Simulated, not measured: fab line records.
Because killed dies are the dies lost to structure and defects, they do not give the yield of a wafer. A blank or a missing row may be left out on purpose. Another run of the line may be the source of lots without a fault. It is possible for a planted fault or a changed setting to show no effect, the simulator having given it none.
fab line records ; flow n5-finfet
record: lots: 10; wafers: 26; last-day: 17
route steps=1938 shown FIN_CUT@164 STI_FIN_REVEAL@183 BEOL_M4@1111
lots untouched by any fault: they come from a run of this same line in which no faults occurred
start-h: hours from the record's opening day to when the first of the lot's shown wafers began ; wait-h: time in hours since the lot's previous step ; " unchanged from the row above ; L1.1+2: one row covering several wafers at once ; - no value, or no start given ; * or withheld: withheld ; < > ~ a bound
route shown NAME@n: a module of which the file shows steps, and the number in the route of the first ; usual: the fault-free wafers' mean and standard deviation ; same: alike in all rows ; chamber/n: place in a boat ; sites: readings site by site ; _std_site: standard deviation across them ; _edge_site: outer sites' mean less inner sites' ; radius-mm: how far each site lies from the wafer's centre ; mask NAME#n: copy n ; behind: the last tool/chamber to shape the wafer ; hold: reason for holding the lot/hours on hold/outcome of the hold ; device: the n, p or np transistor that did not switch ; end of line: tests run on the same wafers once the route is complete ; step lacking rows: just its recipe ; killed: not the wafer's yield, but the dies lost to structure and defects at the first sort ; map: per-die view of a wafer (x killed, . not killed, _ where there is no die)
set.NAME: the run value of the setting; set.NAME@STEP: its run value at that earlier step ; model.NAME: the simulator's own value behind a step, which no gauge read
the route's steps for a sample of lots (tables are steps, rows are wafers)
services: when a tool's chamber went out of use (start-h, in hours from the record's first day, below 0 if earlier), for how many hours, and the reason
== steps ==
step: N5_FIN_CUT_OVL_MEAS_09
recipe: points-per-wafer: 522
usual: FIN_CUT_OVL: -0.4/0.63
lot.wafer;tool;chamber;start-h;wait-h;FIN_CUT_OVL[nm]
L404.3;overlay-02;0;26.33;0.0;1.1
L404.4;overlay-02;0;26.33;0.0;-0.5
L404.6;overlay-02;0;26.33;0.0;0.1
L407.3;overlay-02;0;45.38;0.0;-0.6
L407.4;overlay-02;0;45.38;0.0;-0.6
L407.6;overlay-02;0;45.38;0.0;-0.3
L414.1;overlay-01;0;89.40;0.0;-0.4
L414.4;overlay-01;0;89.40;0.0;-0.9
L414.6;overlay-01;0;89.40;0.0;-0.7
L415.1;overlay-02;0;94.06;0.0;0.1
L415.2;overlay-02;0;94.06;0.0;-0.2
L415.3;overlay-02;0;94.06;0.0;-1.1
L417.1;overlay-01;0;106.69;0.0;-1.0
L417.3;overlay-01;0;106.69;0.0;-0.6
L420.3;overlay-02;0;125.03;0.0;-0.2
L420.6;overlay-02;0;125.03;0.0;-0.2
L423.1;overlay-02;0;142.03;0.0;-1.0
L424.3;overlay-01;0;147.82;0.0;-1.0
L424.4;overlay-01;0;147.82;0.0;-0.6
L424.6;overlay-01;0;147.82;0.0;-0.8
L425.2;overlay-01;0;152.77;0.0;0.9
L425.5;overlay-01;0;152.77;0.0;-0.1
L425.6;overlay-01;0;152.77;0.0;-0.2
L426.3;overlay-02;0;159.25;0.0;-0.1
L426.5;overlay-02;0;159.25;0.0;-0.7
L426.6;overlay-02;0;159.25;0.0;-0.6
step: N5_FIN_CUT_CUT_ETCH_26
recipe: chemistry: CH3F/O2; target: SiNx; target-depth-a: 390; mask-material: SOC; time-s: 55.7; pressure-mtorr: 30; source-w: 395; bias-w: 73; Ar_flow_sccm: 150; CH3F_flow_sccm: 30; O2_flow_sccm: 20; ion-energy-ev: 120
usual: CH3F_flow_sccm: 29.98/0.095; drypump-motor-current-A: 5.6/0.43; oes-product-au: 0.79/0.096; rf-vpp-V: 299/13; showerhead-plenum-p-Torr: 1.99/0.052; throttle-valve-pct: 16.43/0.19
lot.wafer;tool;chamber;start-h;wait-h;CH3F_flow_sccm;drypump-motor-current-A;oes-product-au;rf-hours-counter-h;rf-vpp-V;showerhead-plenum-p-Torr;throttle-valve-pct
L404.3;rie-diel-03;3;26.85;0.0;29.96;6.4;1.03;1;293;2.07;16.43
L404.4;rie-diel-03;0;26.85;0.0;29.97;5.1;0.76;150;318;2.01;16.46
L404.6;rie-diel-03;0;26.85;0.0;29.93;5.1;0.76;-;320;2.01;16.43
L407.3;rie-diel-06;3;45.90;0.0;30.03;6.2;0.97;1;302;2.06;16.20
L407.4;rie-diel-06;0;45.90;0.0;29.95;5.2;0.87;31;295;1.94;16.05
L407.6;rie-diel-06;0;45.90;0.0;30.08;5.2;0.88;-;296;1.94;16.06
L414.1;rie-diel-03;2;89.92;0.0;29.87;5.3;0.68;227;301;1.98;16.45
L414.4;rie-diel-03;0;89.92;0.0;29.91;5.1;0.74;167;320;2.01;16.47
L414.6;rie-diel-03;1;89.92;0.0;29.89;5.4;0.70;-;314;1.89;16.78
L415.1;rie-diel-03;2;94.59;0.0;30.04;5.3;0.68;228;301;1.98;16.44
L415.2;rie-diel-03;0;94.59;0.0;30.03;5.1;0.72;169;320;2.01;16.50
L415.3;rie-diel-03;3;94.59;0.0;29.90;6.4;0.96;20;294;2.06;16.48
L417.1;rie-diel-04;1;107.40;0.0;29.99;5.3;0.73;181;289;1.99;16.35
L417.3;rie-diel-04;2;107.40;0.0;29.95;5.7;0.71;208;284;1.91;16.79
L420.3;rie-diel-04;2;125.55;0.0;30.17;5.7;0.71;213;283;1.91;16.78
L420.6;rie-diel-04;0;125.55;0.0;30.00;5.9;0.72;-;287;1.99;16.56
L423.1;rie-diel-03;1;142.56;0.0;29.88;5.4;0.93;6;320;2.14;16.34
L424.3;rie-diel-03;3;148.33;0.0;29.90;6.4;0.92;38;294;2.05;16.51
L424.4;rie-diel-03;2;148.33;0.0;30.02;5.3;0.66;-;301;1.98;16.47
L424.6;rie-diel-03;0;148.33;0.0;29.89;5.1;0.73;-;319;2.00;16.51
L425.2;rie-diel-06;1;153.30;0.0;30.04;5.7;0.76;164;319;1.97;16.46
L425.5;rie-diel-06;2;153.30;0.0;30.02;6.1;0.70;-;294;1.97;16.53
L425.6;rie-diel-06;3;153.30;0.0;29.97;6.2;0.89;-;302;2.06;16.25
L426.3;rie-diel-06;2;159.76;0.0;29.86;6.0;0.70;213;292;1.97;16.50
L426.5;rie-diel-06;2;159.76;0.0;29.97;6.0;0.69;-;293;1.97;16.50
L426.6;rie-diel-06;1;159.76;0.0;29.97;5.7;0.76;-;319;1.97;16.46
step: N5_STI_FIN_REVEAL_ALD_00
recipe: material: SiO2; target-thk-a: 10; temp-c: 300; ald-precursor-family: BDEAS; ald-co-reactant: O2-plasma; pulse-time-s: 1; pressure-torr: 2
usual: chamber-pressure-Torr: 2.000/0.0043; heater-power-outer-w: 268/30; heater-power-w: 467/39; precursor-pulse-height-rel: 1.002/0.02; susceptor-temp-C: 300.02/0.2
lot.wafer;tool;chamber;start-h;wait-h;chamber-pressure-Torr;heater-power-outer-w;heater-power-w;precursor-pulse-height-rel;susceptor-temp-C
L404.3;ald-sin-01;2;27.36;0.0;1.999;249;446;0.989;299.93
L404.4;ald-sin-01;3;27.36;0.0;1.998;232;431;1.016;300.18
L404.6;ald-sin-01;3;27.36;0.0;1.994;231;444;0.966;300.05
L407.3;ald-sin-01;0;46.41;0.0;1.993;325;531;1.006;300.00
L407.4;ald-sin-01;3;46.41;0.0;2.001;235;433;1.004;299.71
L407.6;ald-sin-01;3;46.41;0.0;2.003;236;439;1.049;299.99
L414.1;ald-sin-04;1;90.46;0.0;2.006;290;503;0.995;299.91
L414.4;ald-sin-04;2;90.46;0.0;2.006;287;514;1.016;300.11
L414.6;ald-sin-04;0;90.46;0.0;2.002;247;410;0.979;300.10
L415.1;ald-sin-01;2;96.68;1.6;2.005;245;463;0.997;299.59
L415.2;ald-sin-01;1;96.68;1.6;1.994;280;474;1.006;299.98
L415.3;ald-sin-01;3;96.68;1.6;1.999;231;438;1.013;300.17
L417.1;ald-sin-01;3;107.92;0.0;1.998;238;443;1.009;299.86
L417.3;ald-sin-01;2;107.92;0.0;2.010;250;471;0.985;299.81
L420.3;ald-sin-04;0;126.83;0.7;1.996;253;411;1.027;299.83
L420.6;ald-sin-04;2;126.83;0.7;2.000;292;510;1.009;300.15
L423.1;ald-sin-02;0;143.07;0.0;2.002;231;408;1.010;299.75
L424.3;ald-sin-04;0;148.85;0.0;1.991;248;406;1.021;299.94
L424.4;ald-sin-04;2;148.85;0.0;2.005;286;520;0.999;300.34
L424.6;ald-sin-04;1;148.85;0.0;2.002;299;512;1.007;300.14
L425.2;ald-sin-01;0;153.92;0.0;1.997;323;530;0.993;300.01
L425.5;ald-sin-01;2;153.92;0.0;1.998;258;477;0.997;299.94
L425.6;ald-sin-01;3;153.92;0.0;2.001;236;436;0.990;299.84
L426.3;ald-sin-01;1;160.28;0.0;2.002;283;479;0.985;300.21
L426.5;ald-sin-01;1;160.28;0.0;2.002;289;490;1.012;300.02
L426.6;ald-sin-01;2;160.28;0.0;2.002;255;480;1.021;300.03
step: N5_STI_FIN_REVEAL_CMP_04
recipe: stop-on: Si3N4; t-overpolish-s: 4; down-force-psi: 2; platen-rpm: 54.18; post-cmp-clean: alkaline-brush; pad-velocity-m-s: 1.078; target-thk-nm: 131.83
usual: motor-current-A: 8.2/0.99; overpolish-run-s: 4.001/0.0086; platen-rpm: 54.18/0.032; time-to-endpoint-s: 104/6.2
lot.wafer;tool;chamber;start-h;wait-h;motor-current-A;overpolish-run-s;platen-rpm;time-to-endpoint-s
L404.4;cmp-03;2;32.46;0.0;9.1;3.979;54.22;108
L404.3;cmp-03;3;32.46;0.0;7.8;3.998;54.14;115
L404.6;cmp-03;2;32.46;0.0;8.7;3.996;54.14;106
L407.4;cmp-02;1;51.51;0.0;9.3;3.992;54.16;124
L407.3;cmp-02;0;51.51;0.0;8.4;3.990;54.18;114
L407.6;cmp-02;1;51.51;0.0;9.5;4.004;54.13;119
L414.4;cmp-02;3;95.54;0.0;8.0;4.001;54.16;101
L414.1;cmp-02;1;95.54;0.0;10.3;4.001;54.18;103
L414.6;cmp-02;0;95.54;0.0;8.7;3.987;54.19;95
L415.3;cmp-01;1;101.77;0.0;8.7;4.009;54.16;105
L415.1;cmp-01;3;101.77;0.0;6.9;4.014;54.24;109
L415.2;cmp-01;0;101.77;0.0;8.8;4.005;54.15;115
L417.1;cmp-02;0;113.06;0.1;8.9;4.013;54.24;97
L417.3;cmp-02;2;113.06;0.1;8.2;3.996;54.20;51
L420.3;cmp-02;0;132.85;0.4;8.6;3.999;54.20;58
L420.6;cmp-02;3;132.85;0.4;8.2;3.992;54.22;59
L423.1;cmp-02;1;148.20;0.1;9.8;3.997;54.17;101
L424.3;cmp-01;2;153.98;0.1;6.4;3.994;54.20;103
L424.4;cmp-01;0;153.98;0.1;7.7;4.003;54.19;106
L424.6;cmp-01;2;153.98;0.1;6.2;4.004;54.23;100
L425.2;cmp-01;0;159.08;0.1;7.8;4.019;54.18;104
L425.6;cmp-01;2;159.08;0.1;6.2;3.987;54.18;101
L425.5;cmp-01;3;159.08;0.1;6.7;4.003;54.11;102
L426.3;cmp-01;0;165.42;0.1;8.0;3.989;54.18;107
L426.6;cmp-01;3;165.42;0.1;7.2;4.012;54.23;111
L426.5;cmp-01;0;165.42;0.1;8.2;3.997;54.15;113
step: N5_STI_FIN_REVEAL_THK_MEAS_05
usual: thk-nm: 132.1/1.1
lot.wafer;tool;chamber;start-h;wait-h;thk-nm
L404.3;film-metro-01;-;32.76;-;132.1
L404.4;film-metro-01;-;32.76;-;130.8
L404.6;film-metro-01;-;32.76;-;130.3
L407.3;film-metro-01;-;51.81;-;132.6
L407.4;film-metro-01;-;51.81;-;134.0
L407.6;film-metro-01;-;51.81;-;134.9
L414.1;film-metro-02;-;95.84;-;132.8
L414.4;film-metro-02;-;95.84;-;132.8
L414.6;film-metro-02;-;95.84;-;131.0
L415.1;film-metro-02;-;102.06;-;133.4
L415.2;film-metro-02;-;102.06;-;133.6
L415.3;film-metro-02;-;102.06;-;131.5
L417.1;film-metro-02;-;113.31;-;132.2
L417.3;film-metro-02;-;113.31;-;128.3
L420.3;film-metro-02;-;133.07;-;128.7
L420.6;film-metro-02;-;133.07;-;130.0
L423.1;film-metro-01;-;148.45;-;132.8
L424.3;film-metro-02;-;154.24;-;132.2
L424.4;film-metro-02;-;154.24;-;133.6
L424.6;film-metro-02;-;154.24;-;132.1
L425.2;film-metro-01;-;159.30;-;134.1
L425.5;film-metro-01;-;159.30;-;133.2
L425.6;film-metro-01;-;159.30;-;131.9
L426.3;film-metro-02;-;165.67;-;134.2
L426.5;film-metro-02;-;165.67;-;134.3
L426.6;film-metro-02;-;165.67;-;133.6
step: N5_BEOL_M4_RC_MEAS_101
usual: DIBL_N: 36.0/2.5; DIBL_P: 36.2/3; IOFF_N: 0.16/0.044; IOFF_P: 0.21/0.049; ION_N: 671/15; ION_P: 461/8.7; SS_N: 71.5/0.72; SS_P: 73.4/0.9; VT_N: 251/4.4; VT_P: -250/4
lot.wafer;tool;chamber;start-h;wait-h;DIBL_N[mV/V];DIBL_P[mV/V];IOFF_N[nA/um];IOFF_P[nA/um];ION_N[uA/um];ION_P[uA/um];SS_N[mV/dec];SS_P[mV/dec];VT_N[mV];VT_P[mV]
L404.3;prober-01;0;180.36;0.3;34.7;33.8;0.13;0.20;653;456;71.5;72.0;255;-250
L404.4;prober-01;0;180.36;0.3;36.7;36.3;0.16;0.24;672;469;71.4;73.8;249;-243
L404.6;prober-01;0;180.36;0.3;33.9;32.7;0.12;0.19;667;468;71.0;72.1;252;-246
L407.3;prober-02;0;206.96;0.3;32.7;34.3;0.12;0.18;656;455;70.9;72.2;252;-249
L407.4;prober-02;0;206.96;0.3;37.3;40.0;0.20;0.24;677;459;72.3;74.3;247;-249
L407.6;prober-02;0;206.96;0.3;35.7;38.5;0.16;0.24;663;461;71.7;74.3;253;-247
L414.1;prober-02;0;244.31;0.0;35.8;35.0;0.13;0.19;662;459;71.5;73.2;253;-253
L414.4;prober-02;0;244.31;0.0;38.2;37.5;0.17;0.22;672;463;72.1;73.5;249;-247
L414.6;prober-02;0;244.31;0.0;35.3;33.7;0.13;0.18;662;464;71.2;72.7;252;-252
L415.1;prober-02;0;251.89;0.0;36.6;36.2;0.16;0.21;666;452;71.6;73.5;252;-250
L415.2;prober-02;0;251.89;0.0;38.0;37.7;0.18;0.22;680;460;71.9;74.1;249;-253
L415.3;prober-02;0;251.89;0.0;30.6;28.6;0.08;0.11;656;446;70.4;71.3;259;-260
L417.1;prober-01;0;258.40;0.0;36.0;36.7;0.15;0.22;671;461;71.7;73.2;252;-247
L417.3;prober-01;0;258.40;0.0;36.6;38.2;0.17;0.24;686;471;71.6;74.0;250;-244
L420.3;prober-02;0;271.32;0.3;34.2;32.6;0.12;0.15;660;448;71.2;72.5;254;-254
L420.6;prober-02;0;271.32;0.3;38.7;38.6;0.23;0.25;700;463;72.4;74.3;243;-251
L423.1;prober-01;0;286.74;0.4;33.0;31.1;0.10;0.15;653;454;71.0;71.9;258;-255
L424.3;prober-02;0;306.95;0.3;36.2;37.6;0.16;0.25;674;477;71.6;73.7;250;-247
L424.4;prober-02;0;306.95;0.3;33.7;33.4;0.11;0.17;657;453;71.6;72.2;256;-254
L424.6;prober-02;0;306.95;0.3;39.4;39.8;0.22;0.28;694;471;73.2;73.9;243;-246
L426.3;prober-01;0;308.65;0.3;40.1;40.6;0.25;0.31;689;470;73.0;74.3;245;-242
L426.5;prober-01;0;308.65;0.3;36.2;35.1;0.13;0.19;651;453;71.1;73.0;255;-252
L426.6;prober-01;0;308.65;0.3;37.9;37.6;0.19;0.25;675;463;71.8;73.6;246;-246
L425.2;prober-01;0;309.42;0.6;36.4;36.3;0.17;0.25;678;473;72.1;73.6;251;-248
L425.5;prober-01;0;309.42;0.6;39.7;40.5;0.26;0.34;698;475;72.2;74.3;242;-244
L425.6;prober-01;0;309.42;0.6;34.3;32.5;0.13;0.18;672;460;70.5;72.5;251;-249
== services ==
tool;chamber;start-h;hours;kind
ald-sin-01;1;5.12;3.7;repair
cmp-02;-;5.23;9.6;repair
rie-diel-04;-;7.01;0.3;repair
ald-sin-02;2;7.28;3.8;repair
cmp-01;-;8.82;2.5;repair
rie-diel-03;3;11.39;-;clean
cmp-02;-;17.71;16.2;repair
cmp-03;-;19.00;1.2;repair
cmp-02;-;35.21;0.3;repair
ald-sin-01;2;38.54;3.2;repair
ald-sin-01;1;40.54;4.0;repair
ald-sin-04;0;54.95;3.0;repair
cmp-01;-;58.60;0.4;repair
cmp-02;-;68.77;4.0;pm
rie-diel-06;-;86.87;0.4;repair
ald-sin-01;1;99.03;2.6;repair
ald-sin-02;-;100.09;5.0;repair
ald-sin-04;-;112.23;14.6;pm
ald-sin-01;2;127.67;1.4;repair
cmp-01;-;129.25;7.7;pm
cmp-03;-;131.93;4.0;pm
rie-diel-06;3;133.56;10.2;repair
rie-diel-03;1;146.18;2.5;repair
rie-diel-03;-;159.37;0.7;repair
== key ==
first-sign: step: N5_STI_FIN_REVEAL_CMP_04; reading: time-to-endpoint-s; direction: down; sigmas: 7.8; usual: *; struck: *
effect: step: N5_STI_FIN_REVEAL_THK_MEAS_05; reading: thk-nm; direction: down; sigmas: 2.7; usual: *; struck: *
met-at N5_STI_FIN_REVEAL_CMP_04
struck-lots L417,L420
struck-wafers L417.3,L420.3,L420.6
not-acting-at N5_FIN_CUT_OVL_MEAS_09,N5_FIN_CUT_CUT_ETCH_26,N5_STI_FIN_REVEAL_ALD_00
onset-between 95.54 113.06
fault: kind: process-parameter-drift; tool: cmp-02; chamber: -; onset-h: 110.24; steps: N5_STI_FIN_REVEAL_CMP_04; channel: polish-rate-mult; offset: 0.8; shape: step; end-h: 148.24; scope: struck-wafers-only
